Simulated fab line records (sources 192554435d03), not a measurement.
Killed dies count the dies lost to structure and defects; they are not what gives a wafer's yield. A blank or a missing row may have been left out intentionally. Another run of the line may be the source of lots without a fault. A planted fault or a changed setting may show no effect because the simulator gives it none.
Which tool did it?	flow n5_finfet	11 lots, 33 wafers sampled, at 4 steps of a route of 1938

WHAT EACH GAUGE READ, for each wafer
N5_BEOL_M11_CD_MEAS_28: target cd 70 nm.
lot	measured	on	cd_nm (nm)
L076	day 10 11:26	cd_sem-01	70.8 70.5 71.7
L077	day 10 17:43	cd_sem-03	70.1 68.6 70.1
L080	day 12 00:02	cd_sem-03	69.5 69.0 69.3
L081	day 12 06:56	cd_sem-01	68.1 68.6 67.7
L084	day 12 17:00	cd_sem-01	69.8 69.3 68.9
L087	day 13 16:26	cd_sem-01	71.5 70.7 71.2
L089	day 13 23:54	cd_sem-02	70.5 70.3 70.6
L090	day 14 22:39	cd_sem-01	68.3 68.4 70.1
L091	day 15 03:14	cd_sem-03	68.5 69.9 69.4
L094	day 16 03:51	cd_sem-03	73.4 73.4 73.0
L096	day 16 11:41	cd_sem-02	70.0 68.8 69.5

EACH LOT AND THE TOOL THAT RAN IT (in order: tool; ch and the chambers of the sampled wafers; start)
lot	N5_BEOL_M10_CMP_52	N5_BEOL_M11_STRIP_67	N5_BEOL_M11_HM_OPEN_17
L076	cmp-03 ch 0,2,3, day 10 06:11	rie_diel-06 ch 1,2,3, day 10 08:28	rie_metal-02 ch 0,1, day 10 08:30
L077	cmp-03 ch 2,3, day 10 14:22	rie_diel-01 ch 0,2, day 10 16:45	rie_metal-03 ch 0,1, day 10 16:47
L080	cmp-01 ch 0,2,3, day 11 14:22	rie_diel-06 ch 1,2,3, day 11 21:20	rie_metal-01 ch 0,1, day 11 21:24
L081	cmp-01 ch 0,3, day 12 02:53	rie_diel-01 ch 2,3, day 12 06:14	rie_metal-01 ch 0,1, day 12 06:18
L084	cmp-01 ch 0,2,3, day 12 12:37	rie_diel-06 ch 2,3, day 12 15:26	rie_metal-03 ch 0,1, day 12 15:29
L087	cmp-01 ch 0,3, day 13 13:11	rie_diel-02 ch 0,1,3, day 13 15:44	rie_metal-01 ch 0,1, day 13 15:46
L089	cmp-04 ch 0,1,2, day 13 16:53	rie_diel-06 ch 0,1,3, day 13 20:14	rie_metal-02 ch 0,1, day 13 20:17
L090	cmp-04 ch 1,2,3, day 14 19:04	rie_diel-06 ch 0,2,3, day 14 22:01	rie_metal-01 ch 0,1, day 14 22:05
L091	cmp-04 ch 2,3, day 14 23:48	rie_diel-06 ch 0,2,3, day 15 02:04	rie_metal-03 ch 0,1, day 15 02:06
L094	cmp-01 ch 0,2, day 15 23:11	rie_diel-02 ch 0,1,2, day 16 03:13	rie_metal-02 ch 0,1, day 16 03:16
L096	cmp-04 ch 0,2,3, day 16 04:58	rie_diel-01 ch 0,2, day 16 08:59	rie_metal-03 ch 0, day 16 09:02
- N5_BEOL_M10_CMP_52: polishes, stops on SiCOH lowk, t overpolish 7 s, target thk 140 nm.
- N5_BEOL_M11_STRIP_67: strips in CF4.
- N5_BEOL_M11_HM_OPEN_17: chemistry Cl2/BCl3, target TiN, target depth 20 nm, overetch 6 nm.

THE ANSWER, worked out from the rows above alone
Rule: the usual values come from the lots themselves. The widest of any qualifying gaps counts: lots, ordered by their means at a reading, are off when they make up no more than a third of the lots, leave a main group of 4 or more, and stand apart from it by 3 or more times the standard deviation of that group's means. A main group is skipped when, at the precision printed for the reading in the tables above, its means are all equal. Also off: a lot with no number at a reading for which 4 or more lots have one. Any other lot the step has rows for is counted as sound.
No lot is off on any of the readings shown, so nothing can be concluded from this.

WHAT THE SIMULATOR HAD INSERTED
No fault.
